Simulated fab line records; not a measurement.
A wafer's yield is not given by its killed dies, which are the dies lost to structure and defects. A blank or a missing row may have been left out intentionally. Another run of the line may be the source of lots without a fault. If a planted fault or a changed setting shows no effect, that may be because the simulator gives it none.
fab line records -- flow n5-finfet
record: lots: 4, wafers: 12, last-day: 17
route steps=1938 shown GATE_CUT@511 MOL_CONTACT_COAG@517 BEOL_M4@1111 PASSIVATION@1936
lots with no fault: from the same line, run without faults
start-h: the number of hours between the record's first day and the start of the first shown wafer of the lot -- wait-h: time in hours since the lot's previous step -- " repeats the value in the row above -- L1.1+2: one row covering several wafers at once -- - either no value or no given start -- * or withheld: withheld -- < > ~ a bound
route shown NAME@n: names a module that has steps shown in the file, with the first one's number in the route -- usual: mean/standard deviation taken from wafers without a fault -- same: alike in all rows -- chamber/n: place in a boat -- sites: readings site by site -- _std_site: the values' standard deviation -- _edge_site: inner sites' mean taken away from outer sites' mean -- radius-mm: how far each site lies from the wafer's centre -- mask NAME#n: copy n -- behind: the last tool/chamber to shape the wafer -- hold: why the lot went on hold/how many hours it stayed there/how the hold came to an end -- device: the n, p or np transistor that did not switch -- end of line: the route-end tests of the same wafers -- step lacking rows: just its recipe -- killed: at the first sort, the dies lost to defects and structure; wafer yield is something else -- map: per-die view of a wafer (x killed, . not killed, _ where there is no die)
set.NAME: the setting as run; set.NAME@STEP: as run at that earlier step -- model.NAME: the simulator's own value behind a step, which no gauge read
lots at some steps of the route; a table a step, a row a wafer
services: a tool's chamber out of use, with start hour (start-h, from the record's first day; less than 0 if before it), hours out, and reason
== steps ==
step: N5_GATE_CUT_CMP_23
recipe: stop-on: SiO2, t-overpolish-s: 23.4, post-cmp-clean: alkaline-brush, down-force-psi: 2.5, platen-rpm: 51.8, pad-velocity-m-s: 1.0307, target-thk-nm: 16
step: N5_GATE_CUT_CMP_43
recipe: material: SiO2, post-cmp-clean: rinse-only
step: N5_GATE_CUT_CMP_61
recipe: stop-on: SiNx, t-overpolish-s: 3, post-cmp-clean: alkaline-brush, down-force-psi: 4, platen-rpm: 27.09, pad-velocity-m-s: 0.539
step: N5_MOL_CONTACT_COAG_COAT_103
recipe: resist: SOC, temp-c: 250, time-s: 60, spin-rpm: 1500, resist-thk-nm: 80
step: N5_MOL_CONTACT_COAG_COAT_104
recipe: resist: SiARC, temp-c: 220, time-s: 60, spin-rpm: 1500, resist-thk-nm: 12
step: N5_MOL_CONTACT_COAG_COAT_58
recipe: resist: underlayer, temp-c: 205, time-s: 60, spin-rpm: 1500, resist-thk-nm: 10
step: N5_MOL_CONTACT_COAG_COAT_02
recipe: resist: CAR-EUV, spin-rpm: 1500, resist-thk-nm: 30
step: N5_MOL_CONTACT_COAG_EBR_04
recipe: solvent: PGMEA, ebr-width-mm: 1.5
step: N5_MOL_CONTACT_COAG_SOFTBAKE_03
recipe: temp-c: 110, time-s: 60, resist: CAR-EUV
step: N5_MOL_CONTACT_COAG_EXPOSE_05
recipe: mask-id: CA, na: 0.33, source-shape: annular, sigma-inner: 0.4, sigma-outer: 0.8, polarization: unpolarized, defocus-nm: 0, dose-mj: 38.25
lot.wafer,tool,chamber,start-h,wait-h,mask
L444.2+3+4,euv-scanner-01,0,116.27,-,CA#0
L457.1+3+5,euv-scanner-01,0,193.31,-,CA#0
L458.4+5+6,euv-scanner-01,0,199.44,-,CA#0
L463.1+2+6,euv-scanner-02,0,230.04,-,CA#0
step: N5_MOL_CONTACT_COAG_PEB_06
recipe: peb-temp-c: 100, peb-time-s: 60, resist: CAR-EUV
step: N5_MOL_CONTACT_COAG_DEVELOP_07
recipe: develop-time-s: 30, developer: TMAH, resist: CAR-EUV, rinse-liquid: surfactant-rinse, dry: air-spin, dev-temp-c: 23
step: N5_MOL_CONTACT_COAG_CD_MEAS_08
recipe: target-cd-nm: 28, landing-energy-ev: 500, detector: se-inlens, polarity: opening
usual: cd-nm: 27.99/0.23
lot.wafer,tool,chamber,start-h,wait-h,cd-nm
L444.2,cd-sem-03,0,116.39,-,28.35
L444.3,cd-sem-03,0,116.39,-,28.15
L444.4,cd-sem-03,0,116.39,-,28.09
L457.1,cd-sem-03,0,193.44,-,27.95
L457.3,cd-sem-03,0,193.44,-,28.07
L457.5,cd-sem-03,0,193.44,-,26.41
L458.4,cd-sem-02,0,199.55,-,26.09
L458.5,cd-sem-02,0,199.55,-,26.38
L458.6,cd-sem-02,0,199.55,-,27.80
L463.1,cd-sem-03,0,230.17,-,28.33
L463.2,cd-sem-03,0,230.17,-,27.76
L463.6,cd-sem-03,0,230.17,-,27.74
step: N5_MOL_CONTACT_COAG_DESCUM_13
recipe: chemistry: O2, time-s: 7, source-power-w: 50, bias-power-w: 20, pressure-mtorr: 20, rf-frequency-hz: 2.712e+07, temp-c: 40, resist: CAR-EUV, o2-flow-sccm: 225
step: N5_MOL_CONTACT_COAG_ETCH_59
recipe: chemistry: N2/H2, target: underlayer, target-depth-a: 130, mask-material: CAR-EUV, time-s: 10.4, ion-energy-ev: 200, pressure-mtorr: 30, source-w: 840, bias-w: 150, n2-flow-sccm: 200, h2-flow-sccm: 200, ends: cleared
usual: drypump-motor-current-A: 5.6/0.4, etch-rf-on-time-s: 10.4/0.32, oes-product-au: 0.67/0.078, rf-vpp-V: 522.9/2.1, showerhead-plenum-p-Torr: 2.51/0.072, throttle-valve-pct: 17.90/0.26
lot.wafer,tool,chamber,start-h,wait-h,drypump-motor-current-A,etch-rf-on-time-s,oes-product-au,rf-hours-counter-h,rf-vpp-V,showerhead-plenum-p-Torr,throttle-valve-pct,model.MOL_CONTACT_COAG.cd-offset-nm
L444.2,rie-diel-06,3,116.58,0.0,5.5,10.3,0.77,37,523.9,2.48,17.71,0
L444.3,rie-diel-06,0,116.58,0.0,5.7,10.5,0.57,232,523.2,2.52,18.04,0
L444.4,rie-diel-06,1,116.58,0.0,6.2,10.1,0.83,13,523.8,2.50,17.96,0
L457.1,rie-diel-02,3,193.60,0.0,5.2,9.8,0.75,52,523.2,2.50,18.16,0.2
L457.3,rie-diel-02,1,193.60,0.0,5.6,10.6,0.60,203,519.3,2.41,17.65,0.2
L457.5,rie-diel-02,0,193.60,0.0,5.9,10.7,0.60,-,526.7,2.61,17.74,-1.8
L458.4,rie-diel-02,2,199.71,0.0,4.8,10.7,0.63,-,526.8,2.64,17.85,-1.8
L458.5,rie-diel-02,1,199.71,0.0,5.7,10.6,0.60,-,520.4,2.41,17.62,-1.6
L458.6,rie-diel-02,3,199.71,0.0,5.2,9.8,0.75,-,521.9,2.50,18.16,-0.2
L463.1,rie-diel-02,2,230.34,0.0,4.8,10.7,0.62,197,525.8,2.64,17.89,0.4
L463.2,rie-diel-02,3,230.34,0.0,5.2,10.0,0.71,66,522.3,2.50,18.16,0.2
L463.6,rie-diel-02,3,230.34,0.0,5.2,10.1,0.72,-,523.0,2.50,18.17,0.2
step: N5_MOL_CONTACT_COAG_ETCH_105
recipe: chemistry: CF4, target: SiARC, target-depth-a: 156, mask-material: CAR-EUV, time-s: 26, ion-energy-ev: 80, pressure-mtorr: 40, source-w: 545, bias-w: 36, Ar_flow_sccm: 100, cf4-flow-sccm: 100, ends: cleared
step: N5_MOL_CONTACT_COAG_ETCH_106
recipe: chemistry: N2/H2, target: SOC, target-depth-a: 800, overetch-a: 160, mask-material: SiARC, temp-c: 40, time-s: 120, ion-energy-ev: 200, pressure-mtorr: 30, source-w: 840, bias-w: 150, n2-flow-sccm: 200, h2-flow-sccm: 200
step: N5_MOL_CONTACT_COAG_STRIP_107
recipe: chemistry: N2/H2, temp-c: 40, n2-flow-sccm: 200, h2-flow-sccm: 200, rf-frequency-hz: 6e+07
step: N5_MOL_CONTACT_COAG_STRIP_108
recipe: chemistry: N2/H2, temp-c: 40, n2-flow-sccm: 200, h2-flow-sccm: 200, rf-frequency-hz: 6e+07
step: N5_MOL_CONTACT_COAG_CONTACT_ETCH_14
recipe: chemistry: C4F6/O2, target: SiO2, target-depth-a: 275, overetch-a: 85, mask-material: SOC, pressure-mtorr: 30, source-w: 370, bias-w: 185, Ar_flow_sccm: 300, C4F6_flow_sccm: 16, O2_flow_sccm: 10, time-s: 20, ion-energy-ev: 259.6
step: N5_MOL_CONTACT_COAG_STRIP_109
recipe: chemistry: C4F6/O2, resist: SiARC, rf-frequency-hz: 6e+07
step: N5_MOL_CONTACT_COAG_ETCH_15
recipe: chemistry: CH3F/O2, target: SiNx, target-depth-a: 70, mask-material: SOC, stop-on: Si:P, over-etch-frac: 0.75, ion-energy-ev: 120, pressure-mtorr: 30, source-w: 395, bias-w: 73, Ar_flow_sccm: 150, CH3F_flow_sccm: 30, O2_flow_sccm: 20
step: N5_MOL_CONTACT_COAG_ETCH_110
recipe: chemistry: CF4/O2, target: Si, target-depth-a: 25, time-s: 8, pressure-mtorr: 100, source-w: 200, bias-w: 12, ion-energy-ev: 60, Ar_flow_sccm: 100, cf4-flow-sccm: 100, O2_flow_sccm: 10
usual: drypump-motor-current-A: 5.6/0.4, oes-product-au: 0.78/0.091, rf-vpp-V: 126/5.2, showerhead-plenum-p-Torr: 2.19/0.048, throttle-valve-pct: 10.80/0.15
same: time-s: 8
lot.wafer,tool,chamber,start-h,wait-h,drypump-motor-current-A,oes-product-au,rf-hours-counter-h,rf-vpp-V,showerhead-plenum-p-Torr,throttle-valve-pct,model.MOL_CONTACT_COAG.cd-offset-nm
L444.2,rie-diel-06,3,116.82,0.0,5.5,0.90,37,128,2.19,10.55,0.6
L444.3,rie-diel-06,0,116.82,0.0,5.7,0.68,232,118,2.19,10.96,0.4
L444.4,rie-diel-06,1,116.82,0.0,6.2,0.97,13,137,2.18,10.67,0.4
L457.1,rie-diel-02,3,193.84,0.0,5.2,0.89,52,126,2.18,10.71,-0.2
L457.3,rie-diel-02,1,193.84,0.0,5.7,0.72,203,123,2.11,10.77,-0.2
L457.5,rie-diel-02,0,193.84,0.0,5.9,0.70,-,131,2.29,10.95,-2.4
L458.4,rie-diel-02,2,199.97,0.0,4.8,0.74,-,124,2.27,10.72,-1.4
L458.5,rie-diel-02,1,199.97,0.0,5.7,0.71,-,123,2.11,10.78,-1.6
L458.6,rie-diel-02,3,199.97,0.0,5.2,0.88,-,127,2.18,10.74,-0.4
L463.1,rie-diel-02,2,230.59,0.0,4.8,0.74,198,125,2.26,10.75,1
L463.2,rie-diel-02,3,230.59,0.0,5.2,0.85,66,127,2.17,10.76,0
L463.6,rie-diel-02,3,230.59,0.0,5.2,0.86,-,125,2.17,10.77,-0.2
step: N5_MOL_CONTACT_COAG_STRIP_98
recipe: chemistry: N2/H2, power-w: 500, temp-c: 40, pressure-mtorr: 50, rf-frequency-hz: 6e+07, overash-fraction: 0.3, bias-power-w: 8, h2-frac: 0.5, n2-flow-sccm: 300, h2-flow-sccm: 300
step: N5_MOL_CONTACT_COAG_CD_MEAS_99
recipe: target-cd-nm: 17.2, polarity: opening
usual: cd-nm: 17.3/0.43
lot.wafer,tool,chamber,start-h,wait-h,cd-nm
L444.2,cd-sem-02,-,116.94,-,17.3
L444.3,cd-sem-02,-,116.94,-,17.9
L444.4,cd-sem-02,-,116.94,-,17.5
L457.1,cd-sem-03,-,193.96,-,17.0
L457.3,cd-sem-03,-,193.96,-,17.0
L457.5,cd-sem-03,-,193.96,-,14.8
L458.4,cd-sem-01,-,200.07,-,15.9
L458.5,cd-sem-01,-,200.07,-,15.2
L458.6,cd-sem-01,-,200.07,-,16.7
L463.1,cd-sem-02,-,230.71,-,18.3
L463.2,cd-sem-02,-,230.71,-,16.9
L463.6,cd-sem-02,-,230.71,-,17.0
step: N5_MOL_CONTACT_COAG_IMPLANT_129
recipe: species: Ge, energy-kev: 3, dose-cm2: 6e+14, tilt-deg: 0, rotation-deg: 0
step: N5_MOL_CONTACT_COAG_PRECLEAN_111
recipe: chemistry: NF3:NH3, afs-cycles: 1, temp-c: 30, time-s: 20, sublimation-temp-c: 180, sublimation-time-s: 60, pressure-torr: 3, rf-power-w: 30
step: N5_MOL_CONTACT_COAG_TI_SIL_19
recipe: material: Ti, target-thk-a: 42, temp-c: 200, chamber-pressure-pa: 5, power-w: 5000, time-s: 15
step: N5_MOL_CONTACT_COAG_ALD_20
recipe: material: TiN, target-thk-a: 15, temp-c: 400, ald-precursor-family: TiCl4, ald-co-reactant: NH3, pulse-time-s: 1, purge-time-s: 3, co-reactant-purge-time-s: 2, co-reactant-pulse-time-s: 2, ald-cycles: 68, pressure-torr: 3
step: N5_MOL_CONTACT_COAG_SIL_ANNEAL_21
recipe: temp-c: 550, time-s: 60, ambient: N2
step: N5_MOL_CONTACT_COAG_PRE_CLEAN_141
recipe: gas: H2/He, time-s: 60, temp-c: 300
step: N5_MOL_CONTACT_COAG_SPUTTER_143
recipe: material: Co, target-thk-a: 25, temp-c: 25, chamber-pressure-pa: 0.2
step: N5_MOL_CONTACT_COAG_CO_FILL_22
recipe: material: Co, target-thk-a: 200, temp-c: 200, precursor: CCTBA/H2, pressure-torr: 30
step: N5_MOL_CONTACT_COAG_ANNEAL_113
recipe: temp-c: 400, time-s: 300, ambient: H2/N2
step: N5_MOL_CONTACT_COAG_PRE_CLEAN_142
recipe: gas: H2/He, time-s: 60, temp-c: 300
step: N5_MOL_CONTACT_COAG_SPUTTER_130
recipe: material: Co, target-thk-a: 475, temp-c: 25, chamber-pressure-pa: 0.5, power-w: 3000
step: N5_MOL_CONTACT_COAG_PRECLEAN_125
recipe: chemistry: DIW, time-s: 57.5, temp-c: 23
step: N5_BEOL_M4_RC_MEAS_101
usual: DIBL_N: 37.3/2.3, DIBL_P: 37.4/2.9, IOFF_N: 0.18/0.045, IOFF_P: 0.25/0.054, ION_N: 679/15, ION_P: 468/9.7, RC_DENSE_N: 18.9/0.7, RC_DENSE_P: 23.6/0.89, RC_N: 15.4/0.53, RC_P: 19.3/0.69, SS_N: 71.8/0.62, SS_P: 73.6/0.76, VT_N: 248/4.1, VT_P: -248/3.6
lot.wafer,tool,chamber,start-h,wait-h,DIBL_N[mV/V],DIBL_P[mV/V],IOFF_N[nA/um],IOFF_P[nA/um],ION_N[uA/um],ION_P[uA/um],RC_DENSE_N[ohm.um],RC_DENSE_P[ohm.um],RC_N[ohm.um],RC_P[ohm.um],SS_N[mV/dec],SS_P[mV/dec],VT_N[mV],VT_P[mV]
L444.2,prober-01,0,190.15,0.6,37.4,36.9,0.18,0.26,673,460,18.0,22.3,14.6,18.2,71.5,74.1,250,-245
L444.3,prober-01,0,190.15,0.6,37.9,38.1,0.18,0.26,693,475,17.8,22.2,14.7,18.2,72.0,73.6,251,-247
L444.4,prober-01,0,190.15,0.6,37.2,37.3,0.18,0.26,678,466,18.4,22.8,15.0,18.7,71.5,73.5,251,-244
L457.1,prober-01,0,270.67,0.0,34.9,34.4,0.15,0.20,670,465,20.0,25.1,16.2,20.6,70.9,72.8,253,-249
L457.3,prober-01,0,270.67,0.0,37.3,38.6,0.20,0.29,688,472,19.8,25.0,16.0,20.1,71.8,74.5,248,-245
L457.5,prober-01,0,270.67,0.0,37.0,37.9,0.19,0.26,660,457,24.3,30.8,19.8,24.8,71.6,74.1,248,-249
L458.4,prober-01,0,274.70,0.5,39.5,39.7,0.21,0.24,690,462,21.1,26.4,17.2,21.5,72.2,73.9,242,-250
L458.5,prober-01,0,274.70,0.5,37.1,37.3,0.16,0.20,671,458,21.9,27.4,17.8,22.1,72.1,73.2,250,-252
L458.6,prober-01,0,274.70,0.5,37.6,37.8,0.18,0.22,674,462,19.6,24.4,15.9,19.8,71.8,73.6,243,-249
L463.1,prober-02,0,301.45,0.0,37.2,36.9,0.20,0.31,704,488,17.6,21.9,14.5,17.8,71.1,73.8,247,-243
L463.2,prober-02,0,301.45,0.0,34.1,32.9,0.12,0.21,657,469,19.3,24.0,15.8,19.4,71.4,73.2,256,-249
L463.6,prober-02,0,301.45,0.0,37.6,36.2,0.18,0.26,673,471,19.6,24.4,15.9,19.6,72.6,73.4,249,-246
step: N5_PASSIVATION_PROBE_49
usual: defect-limited-yield: 91.3/1.5, killed_at_M0_to_M3: 35/8.7, killed_at_M4_up: 14/5.5, killed-at-contacts: 11/5.6, killed-at-front-end: 39/13, killed-at-other: 3.7/2.2, killed-dies: 103/18, killed-open: 69/14, killed-short: 33/7.8, sort_bin_5_function: 5.1/0.99, sort_bin_6_memory: 3.3/0.67, sort-n-pass: 1077/18, sort-yield-pct: 91.2/1.5
same: gross-dies: 1180, killed-at-back-side: 0, sort_bin_4_leakage[%]: 0, sort_bin_8_speed[%]: 0
lot.wafer,tool,chamber,start-h,wait-h,defect-limited-yield[%],killed_at_M0_to_M3,killed_at_M4_up,killed-at-contacts,killed-at-front-end,killed-at-other,killed-dies,killed-open,killed-short,sort_bin_5_function[%],sort_bin_6_memory[%],sort-n-pass,sort-yield-pct[%]
L444.2,prober-02,-,293.46,0.1,91.9,47,13,5,28,2,95,60,35,5.1,2.8,1085,91.9
L444.3,prober-02,-,293.51,0.1,93.1,29,20,5,27,0,81,57,24,3.6,3.2,1099,93.1
L444.4,prober-02,-,293.56,0.2,95.0,22,11,6,15,5,59,38,21,2.0,2.9,1121,95.0
L458.4,prober-02,-,377.76,0.2,91.9,34,9,16,33,3,95,51,37,3.8,3.6,1085,91.9
L458.5,prober-02,-,377.81,0.2,92.2,32,9,14,32,5,92,52,32,3.9,3.6,1088,92.2
L457.5,prober-01,-,378.15,0.2,94.2,30,13,7,14,5,69,51,15,3.5,2.4,1111,94.2
killed by level:class
L444.2 BEOL_M0_SAQP:geometric-particle:open=19 BEOL_M0_SAQP:geometric-particle:short=17 BEOL_M4:geometric-particle:open=6 FIN_SAQP:geometric-particle:open=5 BEOL_M1:geometric-particle:open=5 STARTING-WAFER:geometric-particle:open=5 FIN_SAQP:geometric-particle:short=4 BEOL_M6:geometric-particle:open=3
L444.3 BEOL_M0_SAQP:geometric-particle:short=9 BEOL_M2:geometric-particle:open=8 BEOL_M4:geometric-particle:open=8 BEOL_M3:geometric-particle:open=7 STI_FIN_REVEAL:geometric-particle:open=6 MOL_CONTACT_COAG:geometric-particle:open=5 GATE_CUT:geometric-particle:open=5 BEOL_M5:geometric-particle:open=5
L444.4 BEOL_M0_SAQP:geometric-particle:short=9 MOL_CONTACT_COAG:geometric-particle:open=6 BEOL_M0_SAQP:geometric-particle:open=6 BEOL_M4:geometric-particle:open=5 PASS1_CAP:geometric-particle:open=5 FIN_SAQP:geometric-particle:open=3 GATE_CUT:geometric-particle:short=3 BEOL_M2:geometric-particle:open=2
L458.4 FIN_SAQP:geometric-particle:short=10 MOL_CONTACT_COAG:geometric-particle:open=10 BEOL_M0_SAQP:geometric-particle:short=9 BEOL_M2:geometric-particle:open=8 DUMMY_GATE:geometric-particle:open=6 BEOL_M1:geometric-particle:open=5 FIN_SAQP:geometric-particle:open=4 BEOL_M0_SAQP:geometric-particle:open=4
L458.5 MOL_CONTACT_COAG:geometric-particle:open=8 BEOL_M0_SAQP:geometric-particle:short=8 STI_FIN_REVEAL:geometric-particle:open=7 FIN_SAQP:geometric-particle:open=6 BEOL_M2:geometric-particle:open=6 FIN_SAQP:geometric-particle:short=5 DUMMY_GATE:geometric-particle:open=5 BEOL_M0_SAQP:geometric-particle:open=5
L457.5 BEOL_M3:geometric-particle:open=10 BEOL_M0_SAQP:geometric-particle:open=7 BEOL_M2:geometric-particle:open=7 STI_FIN_REVEAL:geometric-particle:short=5 STI_FIN_REVEAL:geometric-particle:open=4 MOL_CONTACT_COAG:geometric-particle:open=4 BEOL_M5:geometric-particle:open=4 BEOL_M0_SAQP:geometric-particle:short=3
== services ==
tool,chamber,start-h,hours,kind
euv-scanner-01,-,97.42,0.2,repair
euv-scanner-01,-,118.25,17.3,pm
euv-scanner-02,-,135.55,1.0,pm
euv-scanner-01,-,146.54,1.0,pm
rie-diel-06,2,148.52,29.0,repair
euv-scanner-01,0,154.66,-,calibration
rie-diel-02,3,166.84,4.9,repair
euv-scanner-02,-,168.35,4.6,pm
rie-diel-02,-,177.25,2.8,pm
rie-diel-06,0,177.60,-,clean
rie-diel-06,0,177.60,-,consumable-replace:focus-ring
rie-diel-06,0,177.60,13.5,scheduled-down
rie-diel-06,0,177.60,13.5,vent-cycle
euv-scanner-02,-,189.65,1.0,pm
rie-diel-02,0,197.42,3.8,repair
euv-scanner-01,-,202.69,1.0,pm
euv-scanner-02,-,214.39,0.4,repair
euv-scanner-01,-,215.04,4.6,pm
== key ==
first-sign: step: N5_MOL_CONTACT_COAG_CD_MEAS_08, reading: cd-nm, direction: down, sigmas: 7.4, usual: 27.99, struck: 26.29
effect: step: N5_MOL_CONTACT_COAG_CD_MEAS_99, reading: cd-nm, direction: down, sigmas: 4.6, usual: 17.3, struck: 15.3
effect: step: N5_BEOL_M4_RC_MEAS_101, reading: RC_N, direction: up, sigmas: 5.4, usual: 15.4, struck: 18.3
effect: step: N5_BEOL_M4_RC_MEAS_101, reading: RC_DENSE_P, direction: up, sigmas: 5.2, usual: 23.6, struck: 28.2
effect: step: N5_BEOL_M4_RC_MEAS_101, reading: RC_P, direction: up, sigmas: 5.1, usual: 19.3, struck: 22.8
effect: step: N5_BEOL_M4_RC_MEAS_101, reading: RC_DENSE_N, direction: up, sigmas: 5.1, usual: 18.9, struck: 22.4
model-effect: step: N5_MOL_CONTACT_COAG_ETCH_59, value: MOL_CONTACT_COAG.cd-offset-nm, without: 0, struck: -1.733
model-effect: step: N5_MOL_CONTACT_COAG_ETCH_110, value: MOL_CONTACT_COAG.cd-offset-nm, without: -1.85e-17, struck: -1.8
met-at N5_MOL_CONTACT_COAG_EXPOSE_05
struck-wafers L457.5,L458.4,L458.5
onset-between 116.27 193.31
fault: kind: process-parameter-drift, tool: euv-scanner-01, chamber: -, onset-h: 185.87, steps: N5_MOL_CONTACT_COAG_EXPOSE_05, channel: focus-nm, offset: 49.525, shape: step, end-h: 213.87, scope: struck-wafers-only
